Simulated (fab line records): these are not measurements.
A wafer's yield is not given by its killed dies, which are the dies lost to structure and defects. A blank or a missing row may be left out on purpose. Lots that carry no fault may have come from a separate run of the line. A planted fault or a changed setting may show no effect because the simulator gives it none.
fab line records	flow n5-finfet	part 1 of 2: steps 1 to 21 of 29
record lots=5	wafers=15	last-day=18
route steps=1938 shown FIN_SAQP@97
lots that met no fault: from a run of the same line without faults
start-h: hours from the record's opening day to when the first of the lot's shown wafers began	wait-h: hours since the lot's step before	" identical to the entry in the row above	L1.1+2: one row covering several wafers at once	- no value present, or no start provided	* or withheld: withheld	< > ~ a bound
route shown NAME@n: names a module that has steps shown in the file, with the first one's number in the route	usual: mean/standard deviation of fault-free wafers	same: alike in all rows	chamber/n: place in a boat	sites: per-site readings	_std_site: how widely they spread, as a standard deviation	_edge_site: the outer-site mean with the inner-site mean subtracted	radius-mm: for every site, how far away it sits from the centre of the wafer	mask NAME#n: copy n	behind: the last tool/chamber to shape the wafer	hold: cause of the lot's hold/its duration in hours/its outcome	device: the n, p or np transistor that did not switch	end of line: tests run on the same wafers once the route is complete	a step given without rows: its recipe and nothing more	killed: the dies lost at the first sort to structure and to defects; this is not the yield of the wafer	map: a wafer's dies, x killed, . not, _ none there
set.NAME: the setting as run; set.NAME@STEP: as run at that earlier step	model.NAME: the simulator's own value behind a step, which no gauge read
a table for each step, a row for each wafer; lots at some steps of the route
services: a tool's chamber out of use, with start hour (start-h, from the record's first day; less than 0 if before it), hours out, and reason
## steps
# step N5_FIN_SAQP_THK_MEAS_05
# usual thk-nm=38.0/0.47
lot.wafer	tool	chamber	start-h	wait-h	thk-nm
L078.2	film-metro-01	-	45.98	0.1	38.1
L078.5	"	-	"	"	38.6
L078.6	"	-	"	"	38.1
L081.1	film-metro-01	-	64.09	0.1	37.6
L081.2	"	-	"	"	37.7
L081.4	"	-	"	"	38.5
L091.1	film-metro-02	-	122.97	0.1	37.1
L091.2	"	-	"	"	37.5
L091.4	"	-	"	"	38.0
L093.1	film-metro-02	-	135.86	0.1	37.7
L093.4	"	-	"	"	37.9
L093.6	"	-	"	"	38.3
L096.3	film-metro-01	-	153.74	0.1	37.7
L096.4	"	-	"	"	38.6
L096.6	"	-	"	"	38.4
# step N5_FIN_SAQP_PECVD_47
# recipe material=a-Si	target-thk-a=450	temp-c=400	precursor=SiH4/He	pressure-torr=3	rf-w=100	time-s=36.3
# usual heater-power-w=900/110	showerhead-plenum-p-Torr=5.67/0.051	throttle-valve-pct=18.6/0.98
lot.wafer	tool	chamber	start-h	wait-h	heater-power-w	showerhead-plenum-p-Torr	since-wet-clean-h	throttle-valve-pct
L078.2	pecvd-02	1	46.01	0.0	756	5.77	1656	18.2
L078.5	"	2	"	"	805	5.59	-	16.6
L078.6	"	0	"	"	943	5.65	-	17.7
L081.1	pecvd-03	0	64.12	0.0	751	5.66	1131	19.0
L081.2	"	1	"	"	903	5.67	1856	20.1
L081.4	"	1	"	"	883	5.67	-	20.1
L091.1	pecvd-02	2	123.01	0.0	754	5.57	226	17.4
L091.2	"	0	"	"	860	5.66	1008	18.0
L091.4	"	0	"	"	847	5.67	-	18.2
L093.1	pecvd-04	1	135.89	0.0	1071	5.71	1384	20.1
L093.4	"	0	"	"	991	5.68	-	18.6
L093.6	"	2	"	"	952	5.64	-	18.5
L096.3	pecvd-04	1	153.78	0.0	1068	5.72	1401	20.2
L096.4	"	1	"	"	1062	5.72	-	20.3
L096.6	"	0	"	"	983	5.68	-	18.6
# step N5_FIN_SAQP_PECVD_48
# recipe material=SiNx	target-thk-a=250	temp-c=400	precursor=SiH4/NH3/N2	pressure-torr=1.5	rf-w=300	time-s=22.1
# usual heater-power-w=817/110	showerhead-plenum-p-Torr=5.14/0.07	throttle-valve-pct=40.8/2.2
lot.wafer	tool	chamber	start-h	wait-h	heater-power-w	showerhead-plenum-p-Torr	since-wet-clean-h	throttle-valve-pct
L078.2	pecvd-02	1	46.06	0.0	707	5.28	1656	40.1
L078.5	"	2	"	"	659	5.03	-	37.3
L078.6	"	0	"	"	794	5.14	-	39.2
L081.1	pecvd-03	0	64.16	0.0	699	5.13	1131	41.2
L081.2	"	1	"	"	955	5.17	1856	44.0
L081.4	"	1	"	"	969	5.15	-	43.8
L091.1	pecvd-02	2	123.05	0.0	740	5.03	226	37.5
L091.2	"	0	"	"	760	5.12	1008	39.2
L091.4	"	0	"	"	780	5.12	-	39.2
L093.1	pecvd-04	1	135.94	0.0	952	5.20	1384	44.5
L093.4	"	0	"	"	922	5.16	-	41.1
L093.6	"	2	"	"	995	5.11	-	41.1
L096.3	pecvd-04	1	153.82	0.0	924	5.19	1401	44.2
L096.4	"	1	"	"	938	5.20	-	44.3
L096.6	"	0	"	"	828	5.17	-	41.0
# step N5_FIN_SAQP_PECVD_06
# recipe material=a-Si	target-thk-a=600	temp-c=400	precursor=SiH4/He	pressure-torr=3	rf-w=100	time-s=48.1
# usual heater-power-w=900/120	showerhead-plenum-p-Torr=5.67/0.052	throttle-valve-pct=18.6/0.99
lot.wafer	tool	chamber	start-h	wait-h	heater-power-w	showerhead-plenum-p-Torr	since-wet-clean-h	throttle-valve-pct
L078.2	pecvd-02	1	46.09	0.0	848	5.78	1656	18.3
L078.5	"	2	"	"	717	5.56	-	17.0
L078.6	"	0	"	"	922	5.66	-	17.7
L081.1	pecvd-03	0	64.20	0.0	738	5.65	1131	18.7
L081.2	"	1	"	"	988	5.67	1856	20.1
L081.4	"	1	"	"	985	5.67	-	20.0
L091.1	pecvd-02	2	123.09	0.0	804	5.58	226	17.0
L091.2	"	0	"	"	792	5.66	1008	18.0
L091.4	"	0	"	"	792	5.65	-	18.0
L093.1	pecvd-04	1	135.98	0.0	915	5.71	1384	20.4
L093.4	"	0	"	"	963	5.68	-	18.6
L093.6	"	2	"	"	964	5.66	-	18.6
L096.3	pecvd-04	1	153.86	0.0	1070	5.70	1401	20.1
L096.4	"	1	"	"	1088	5.71	-	20.3
L096.6	"	0	"	"	1020	5.69	-	18.8
# step N5_FIN_SAQP_THK_MEAS_07
# usual thk-nm=60.2/0.8
lot.wafer	tool	chamber	start-h	wait-h	thk-nm
L078.2	film-metro-02	-	46.18	0.1	59.8
L078.5	"	-	"	"	60.9
L078.6	"	-	"	"	61.6
L081.1	film-metro-02	-	64.29	0.1	60.1
L081.2	"	-	"	"	59.7
L081.4	"	-	"	"	60.7
L091.1	film-metro-02	-	123.18	0.1	58.6
L091.2	"	-	"	"	58.8
L091.4	"	-	"	"	59.5
L093.1	film-metro-01	-	136.06	0.1	60.0
L093.4	"	-	"	"	61.3
L093.6	"	-	"	"	61.8
L096.3	film-metro-01	-	153.95	0.1	59.8
L096.4	"	-	"	"	60.1
L096.6	"	-	"	"	61.2
# step N5_FIN_SAQP_HM_DEP_72
# recipe material=SiO2	target-thk-a=120	temp-c=400	precursor=SiH4/N2O	pressure-torr=0.75	rf-w=275	time-s=7.2
# usual heater-power-w=833/110	showerhead-plenum-p-Torr=8.15/0.14
lot.wafer	tool	chamber	start-h	wait-h	heater-power-w	showerhead-plenum-p-Torr	since-wet-clean-h
L078.2	pecvd-02	2	46.22	0.0	769	7.93	149
L078.5	"	1	"	"	739	8.44	-
L078.6	"	0	"	"	832	8.11	-
L081.1	pecvd-02	1	64.33	0.0	746	8.42	1674
L081.2	"	0	"	"	711	8.12	949
L081.4	"	2	"	"	746	7.91	-
L091.1	pecvd-03	1	123.22	0.0	972	8.17	1915
L091.2	"	0	"	"	769	8.12	1190
L091.4	"	2	"	"	793	8.06	-
L093.1	pecvd-03	0	136.10	0.0	753	8.13	1202
L093.4	"	1	"	"	953	8.16	-
L093.6	"	2	"	"	777	8.06	-
L096.3	pecvd-03	1	153.98	0.0	964	8.18	1945
L096.4	"	1	"	"	988	8.17	-
L096.6	"	0	"	"	726	8.12	-
# step N5_FIN_SAQP_COAT_49
# recipe resist=SOC	temp-c=250	time-s=60	spin-rpm=1500	resist-thk-nm=100
# usual dispense-pressure-kPa=48/3.3	heater-power-total-W=500.5/1.8
lot.wafer	tool	chamber	start-h	wait-h	dispense-pressure-kPa	heater-power-total-W
L078.2	litho-track-04	0	46.30	0.1	50	500.4
L078.5	"	0	"	"	50	502.1
L078.6	"	0	"	"	50	498.7
L081.1	litho-track-04	0	64.41	0.1	50	502.6
L081.2	"	0	"	"	50	497.9
L081.4	"	0	"	"	50	502.7
L091.1	litho-track-05	0	123.29	0.1	51	498.5
L091.2	"	0	"	"	51	501.4
L091.4	"	0	"	"	51	498.7
L093.1	litho-track-05	0	136.18	0.1	51	503.4
L093.4	"	0	"	"	51	497.9
L093.6	"	0	"	"	51	501.1
L096.3	litho-track-01	0	154.06	0.1	44	501.2
L096.4	"	0	"	"	44	497.4
L096.6	"	0	"	"	44	500.4
# step N5_FIN_SAQP_COAT_50
# recipe resist=SiARC	temp-c=220	time-s=60	spin-rpm=1500	resist-thk-nm=35
# usual dispense-pressure-kPa=48/3.2	heater-power-total-W=427.6/2.2
lot.wafer	tool	chamber	start-h	wait-h	dispense-pressure-kPa	heater-power-total-W
L078.2	litho-track-04	0	-	-	50	429.3
L078.5	"	0	"	"	50	425.0
L078.6	"	0	"	"	50	428.0
L081.1	litho-track-04	0	-	-	50	425.1
L081.2	"	0	"	"	50	428.5
L081.4	"	0	"	"	50	429.0
L091.1	litho-track-05	0	-	-	51	427.1
L091.2	"	0	"	"	51	427.7
L091.4	"	0	"	"	51	430.7
L093.1	litho-track-05	0	-	-	51	426.2
L093.4	"	0	"	"	51	429.2
L093.6	"	0	"	"	51	424.1
L096.3	litho-track-01	0	-	-	44	430.8
L096.4	"	0	"	"	44	429.6
L096.6	"	0	"	"	44	426.7
# step N5_FIN_SAQP_COAT_10
# recipe resist=CAR-ArF	spin-rpm=1500	resist-thk-nm=90
# usual dispense-pressure-kPa=48/3.3
lot.wafer	tool	chamber	start-h	wait-h	dispense-pressure-kPa
L078.2	litho-track-04	0	-	-	50
L078.5	"	0	"	"	50
L078.6	"	0	"	"	50
L081.1	litho-track-04	0	-	-	50
L081.2	"	0	"	"	50
L081.4	"	0	"	"	50
L091.1	litho-track-05	0	-	-	51
L091.2	"	0	"	"	51
L091.4	"	0	"	"	51
L093.1	litho-track-05	0	-	-	51
L093.4	"	0	"	"	51
L093.6	"	0	"	"	51
L096.3	litho-track-01	0	-	-	44
L096.4	"	0	"	"	44
L096.6	"	0	"	"	44
# step N5_FIN_SAQP_EBR_12
# recipe solvent=PGMEA	ebr-width-mm=1.5
lot.wafer	tool	chamber	start-h	wait-h
L078.2+5+6	litho-track-04	0	-	-
L081.1+2+4	litho-track-04	0	-	-
L091.1+2+4	litho-track-05	0	-	-
L093.1+4+6	litho-track-05	0	-	-
L096.3+4+6	litho-track-01	0	-	-
# step N5_FIN_SAQP_SOFTBAKE_11
# recipe temp-c=110	time-s=60	resist=CAR-ArF
# usual heater-power-total-W=175.6/1.5
lot.wafer	tool	chamber	start-h	wait-h	heater-power-total-W
L078.2	litho-track-04	0	-	-	173.4
L078.5	"	0	"	"	173.8
L078.6	"	0	"	"	176.8
L081.1	litho-track-04	0	-	-	174.2
L081.2	"	0	"	"	177.2
L081.4	"	0	"	"	173.0
L091.1	litho-track-05	0	-	-	173.0
L091.2	"	0	"	"	177.2
L091.4	"	0	"	"	174.6
L093.1	litho-track-05	0	-	-	173.6
L093.4	"	0	"	"	175.8
L093.6	"	0	"	"	174.0
L096.3	litho-track-01	0	-	-	177.5
L096.4	"	0	"	"	175.1
L096.6	"	0	"	"	177.0
# step N5_FIN_SAQP_EXPOSE_13
# recipe mask-id=FIN_CORE	na=1.35	source-shape=dipole	sigma-inner=0.538	sigma-outer=0.738	polarization=te	target-cd-nm=35.6	dose-mj=63.25
# same sigma-inner=0.538
lot.wafer	tool	chamber	start-h	wait-h	mask
L078.2+5+6	arfi-scanner-02	0	46.55	-	FIN_CORE#0
L081.1+2+4	arfi-scanner-02	0	64.52	-	FIN_CORE#0
L091.1+2+4	arfi-scanner-01	0	123.53	-	FIN_CORE#0
L093.1+4+6	arfi-scanner-01	0	136.30	-	FIN_CORE#0
L096.3+4+6	arfi-scanner-01	0	154.31	-	FIN_CORE#0
# step N5_FIN_SAQP_PEB_14
# recipe peb-temp-c=withheld	peb-time-s=60	resist=CAR-ArF
lot.wafer	tool	chamber	start-h	wait-h
L078.2+5+6	litho-track-01	0	46.60	0.0
L081.1+2+4	litho-track-01	0	64.58	0.1
L091.1+2+4	litho-track-04	0	123.59	0.1
L093.1+4+6	litho-track-04	0	136.36	0.1
L096.3+4+6	litho-track-05	0	154.37	0.0
# step N5_FIN_SAQP_DEVELOP_15
# recipe develop-time-s=30	developer=TMAH	resist=CAR-ArF	dev-temp-c=23	rinse-liquid=diw	dry=air-spin
# usual developer-temp-C=23.02/0.11
lot.wafer	tool	chamber	start-h	wait-h	developer-temp-C
L078.2	litho-track-01	0	-	-	22.93
L078.5	"	0	"	"	22.89
L078.6	"	0	"	"	22.97
L081.1	litho-track-01	0	-	-	23.14
L081.2	"	0	"	"	23.11
L081.4	"	0	"	"	23.05
L091.1	litho-track-04	0	-	-	23.00
L091.2	"	0	"	"	23.14
L091.4	"	0	"	"	23.14
L093.1	litho-track-04	0	-	-	23.19
L093.4	"	0	"	"	23.11
L093.6	"	0	"	"	23.00
L096.3	litho-track-05	0	-	-	22.78
L096.4	"	0	"	"	22.98
L096.6	"	0	"	"	22.78
# step N5_FIN_SAQP_CD_MEAS_16
# recipe target-cd-nm=35.6	landing-energy-ev=500	detector=se-inlens
# usual cd-nm=35.7/0.34
lot.wafer	tool	chamber	start-h	wait-h	cd-nm
L078.2	cd-sem-01	0	46.67	-	35.5
L078.5	"	0	"	"	35.9
L078.6	"	0	"	"	35.9
L081.1	cd-sem-01	0	64.65	-	35.5
L081.2	"	0	"	"	35.7
L081.4	"	0	"	"	36.2
L091.1	cd-sem-01	0	123.66	-	36.0
L091.2	"	0	"	"	35.4
L091.4	"	0	"	"	36.0
L093.1	cd-sem-03	0	136.42	-	35.1
L093.4	"	0	"	"	35.3
L093.6	"	0	"	"	35.7
L096.3	cd-sem-02	0	154.44	-	36.2
L096.4	"	0	"	"	36.3
L096.6	"	0	"	"	36.1
# step N5_FIN_SAQP_OVL_MEAS_17
# recipe points-per-wafer=44
# usual FIN_CORE_OVL=-0.4/0.83
lot.wafer	tool	chamber	start-h	wait-h	FIN_CORE_OVL[nm]
L078.2	overlay-01	0	46.71	0.0	-0.4
L078.5	"	0	"	"	0.1
L078.6	"	0	"	"	0.3
L081.1	overlay-01	0	64.69	0.0	-0.5
L081.2	"	0	"	"	0.8
L081.4	"	0	"	"	0.1
L091.1	overlay-02	0	123.70	0.0	-0.1
L091.2	"	0	"	"	0.6
L091.4	"	0	"	"	-0.2
L093.1	overlay-02	0	136.46	0.0	-0.7
L093.4	"	0	"	"	-1.1
L093.6	"	0	"	"	0.0
L096.3	overlay-02	0	154.47	0.0	-1.6
L096.4	"	0	"	"	-1.8
L096.6	"	0	"	"	-0.6
# step N5_FIN_SAQP_INSPECT_18
# recipe mode=adi	inspect-instrument=brightfield
# usual raw-defect-count=409/110
lot.wafer	tool	chamber	start-h	wait-h	raw-defect-count
L078.2	defect-inspect-01	-	46.73	0.0	406
L078.5	"	-	"	"	381
L078.6	"	-	"	"	376
L081.1	defect-inspect-02	-	64.72	0.0	575
L081.2	"	-	"	"	678
L081.4	"	-	"	"	608
L091.1	defect-inspect-02	-	123.73	0.0	287
L091.2	"	-	"	"	236
L091.4	"	-	"	"	351
L093.1	defect-inspect-02	-	136.49	0.0	482
L093.4	"	-	"	"	603
L093.6	"	-	"	"	435
L096.3	defect-inspect-02	-	154.49	0.0	471
L096.4	"	-	"	"	679
L096.6	"	-	"	"	357
# step N5_FIN_SAQP_DESCUM_21
# recipe chemistry=O2	time-s=7.9	source-power-w=50	bias-power-w=20	pressure-mtorr=20	rf-frequency-hz=2.712e+07	temp-c=40	resist=CAR-ArF	o2-flow-sccm=225
# usual drypump-motor-current-A=5.6/0.55	oes-product-au=0.77/0.075	rf-vpp-V=242.6/1.1	showerhead-plenum-p-Torr=2.07/0.059	throttle-valve-pct=20.40/0.22
lot.wafer	tool	chamber	start-h	wait-h	drypump-motor-current-A	oes-product-au	rf-hours-counter-h	rf-vpp-V	showerhead-plenum-p-Torr	throttle-valve-pct
L078.2	rie-diel-05	1	46.88	0.1	5.8	0.74	204	243.0	2.07	20.48
L078.5	"	2	"	"	5.5	0.69	-	244.2	2.16	20.20
L078.6	"	3	"	"	6.1	0.74	-	244.3	2.16	20.60
L081.1	rie-diel-01	1	65.09	0.4	5.1	0.77	120	243.2	2.08	20.22
L081.2	"	3	"	"	5.3	0.70	206	241.8	2.06	20.42
L081.4	"	2	"	"	6.4	0.91	25	243.3	2.14	19.90
L091.1	rie-diel-06	3	123.76	0.0	5.4	0.70	196	240.9	1.98	20.48
L091.2	"	1	"	"	4.9	0.77	131	242.3	2.03	20.79
L091.4	"	2	"	"	6.6	0.69	225	241.6	1.98	20.32
L093.1	rie-diel-06	3	136.52	0.0	5.4	0.70	202	240.9	1.98	20.50
L093.4	"	2	"	"	6.6	0.69	230	240.8	1.97	20.33
L093.6	"	1	"	"	4.9	0.77	-	240.3	2.02	20.80
L096.3	rie-diel-01	0	155.03	0.5	4.9	0.82	99	242.4	2.04	20.60
L096.4	"	3	"	"	5.2	0.67	240	243.3	2.05	20.48
L096.6	"	1	"	"	5.1	0.75	-	241.5	2.07	20.27
# step N5_FIN_SAQP_ETCH_51
# recipe chemistry=CF4	target=SiARC	target-depth-a=455	mask-material=CAR-ArF	time-s=75.8	ion-energy-ev=80	pressure-mtorr=40	source-w=545	bias-w=36	Ar_flow_sccm=100	cf4-flow-sccm=100	ends=cleared
# usual drypump-motor-current-A=5.6/0.55	etch-rf-on-time-s=75.8/1.5	oes-product-au=0.65/0.064	rf-vpp-V=183.8/1.1	showerhead-plenum-p-Torr=2.12/0.056	throttle-valve-pct=15.63/0.21
lot.wafer	tool	chamber	start-h	wait-h	drypump-motor-current-A	etch-rf-on-time-s	oes-product-au	rf-hours-counter-h	rf-vpp-V	showerhead-plenum-p-Torr	throttle-valve-pct
L078.2	rie-diel-05	1	46.91	0.0	5.8	75.8	0.62	204	185.0	2.13	15.73
L078.5	"	2	"	"	5.5	75.5	0.60	-	184.4	2.20	15.42
L078.6	"	3	"	"	6.1	76.7	0.63	-	186.2	2.22	15.87
L081.1	rie-diel-01	1	65.13	0.0	5.1	75.1	0.66	120	185.1	2.15	15.47
L081.2	"	3	"	"	5.2	78.4	0.59	206	185.1	2.11	15.64
L081.4	"	2	"	"	6.4	72.1	0.78	25	184.6	2.19	15.13
L091.1	rie-diel-06	3	123.79	0.0	5.5	78.3	0.59	196	181.9	2.04	15.80
L091.2	"	1	"	"	4.9	75.2	0.66	131	185.1	2.08	15.93
L091.4	"	2	"	"	6.6	76.2	0.59	225	182.5	2.04	15.67
L093.1	rie-diel-06	3	136.56	0.0	5.5	78.1	0.59	202	183.1	2.04	15.82
L093.4	"	2	"	"	6.6	76.4	0.58	230	183.3	2.04	15.68
L093.6	"	1	"	"	4.9	75.6	0.66	-	182.0	2.08	15.93
L096.3	rie-diel-01	0	155.06	0.0	4.9	76.5	0.70	99	183.9	2.07	15.65
L096.4	"	3	"	"	5.2	78.7	0.58	240	184.3	2.10	15.71
L096.6	"	1	"	"	5.1	75.7	0.64	-	184.9	2.14	15.52
# step N5_FIN_SAQP_ETCH_52
# recipe chemistry=N2/H2	target=SOC	target-depth-a=1000	overetch-a=200	mask-material=SiARC	temp-c=40	time-s=150	ion-energy-ev=200	pressure-mtorr=30	source-w=840	bias-w=150	n2-flow-sccm=200	h2-flow-sccm=200	ends=end-point
# usual drypump-motor-current-A=5.6/0.55	oes-product-au=0.68/0.062	rf-vpp-V=523.0/2.2	showerhead-plenum-p-Torr=2.52/0.069	throttle-valve-pct=17.86/0.26
lot.wafer	tool	chamber	start-h	wait-h	drypump-motor-current-A	oes-product-au	rf-hours-counter-h	rf-vpp-V	showerhead-plenum-p-Torr	throttle-valve-pct
L078.2	rie-diel-05	1	46.97	0.0	5.8	0.66	204	523.3	2.51	17.89
L078.5	"	2	"	"	5.5	0.62	-	525.6	2.64	17.78
L078.6	"	3	"	"	6.1	0.67	-	525.9	2.64	18.09
L081.1	rie-diel-01	1	65.19	0.0	5.1	0.70	120	526.5	2.56	17.71
L081.2	"	3	"	"	5.3	0.64	206	524.8	2.54	18.02
L081.4	"	2	"	"	6.4	0.80	25	525.9	2.59	17.18
L091.1	rie-diel-06	3	123.85	0.0	5.5	0.64	196	520.2	2.44	18.28
L091.2	"	1	"	"	4.9	0.70	131	521.3	2.45	18.02
L091.4	"	2	"	"	6.6	0.61	225	519.8	2.41	17.86
L093.1	rie-diel-06	3	136.61	0.0	5.5	0.63	203	519.9	2.44	18.29
L093.4	"	2	"	"	6.6	0.61	230	520.2	2.41	17.87
L093.6	"	1	"	"	4.9	0.69	-	522.2	2.45	18.05
L096.3	rie-diel-01	0	155.12	0.0	4.9	0.73	99	520.0	2.46	17.89
L096.4	"	3	"	"	5.2	0.62	240	523.8	2.52	18.09
L096.6	"	1	"	"	5.1	0.67	-	524.8	2.54	17.79
# step N5_FIN_SAQP_STRIP_53
# recipe chemistry=N2/H2	temp-c=40	n2-flow-sccm=200	h2-flow-sccm=200	rf-frequency-hz=6e+07
lot.wafer	tool	chamber	start-h	wait-h
L078.2+5+6	rie-diel-05	1,2,3	47.07	0.0
L081.1+2+4	rie-diel-01	1,3,2	65.28	0.0
L091.1+2+4	rie-diel-06	3,1,2	123.95	0.0
L093.1+4+6	rie-diel-06	3,2,1	136.71	0.0
L096.3+4+6	rie-diel-01	0,3,1	155.22	0.0
